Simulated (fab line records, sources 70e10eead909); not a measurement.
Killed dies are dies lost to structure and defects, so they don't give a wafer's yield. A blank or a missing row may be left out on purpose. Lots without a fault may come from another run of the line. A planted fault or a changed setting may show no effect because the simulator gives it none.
Chamber matching | flow nand_harc | NHARC_A_STAIRCASE_DEP_417 on pecvd-03: 3 sister chambers
The step deposits Si3N4, target thk 60 nm. 6 wafers are shown with their chamber, then 10 later ones without.

WAFERS WITH THEIR CHAMBER
wafer  | chamber | heater_power_w (W)
L087.4 | 1       | 672
L093.3 | 0       | 505
L093.5 | 2       | 720
L093.6 | 1       | 766
L096.2 | 0       | 523
L096.3 | 2       | 764

WAFERS WITHOUT THEIR CHAMBER
wafer  | heater_power_w (W)
L096.4 | 788
L096.1 | 733
L096.5 | 759
L096.6 | 545
L097.2 | 577
L097.3 | 702
L097.6 | 595
L097.1 | 641
L097.4 | 700
L097.5 | 626

WHICH CHAMBER EACH WENT THROUGH
wafer  | from the rows above          | in truth
L096.4 | can't be placed: 2 or 1      | 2
L096.1 | can't be placed: 2 or 1      | 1
L096.5 | can't be placed: 2 or 1      | 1
L096.6 | 0                            | 0
L097.2 | can't be placed: 0 or 1      | 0
L097.3 | can't be placed: 1 or 2      | 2
L097.6 | can't be placed: 0 or 1 or 2 | 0
L097.1 | can't be placed: 1 or 2 or 0 | 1
L097.4 | can't be placed: 1 or 2      | 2
L097.5 | can't be placed: 1 or 0 or 2 | 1
Placed correctly: 1 of 10. Can't be placed from these rows: 9 (the true chamber is among the candidates in 9). Placed wrongly: 0.
How it was worked out, from the rows above alone: a wafer's distance from a chamber is the root of the sum, over the readings, of the square of ((its reading less the chamber's mean) divided by the reading's scatter). The wafer belongs to the nearest chamber; if the next one is less than 2 further off, it can't be placed. A chamber's mean is the mean of its shown wafers. The scatter: the root of (the sum of the squares of (reading less its chamber's mean) over the shown wafers, divided by (wafers less chambers)).
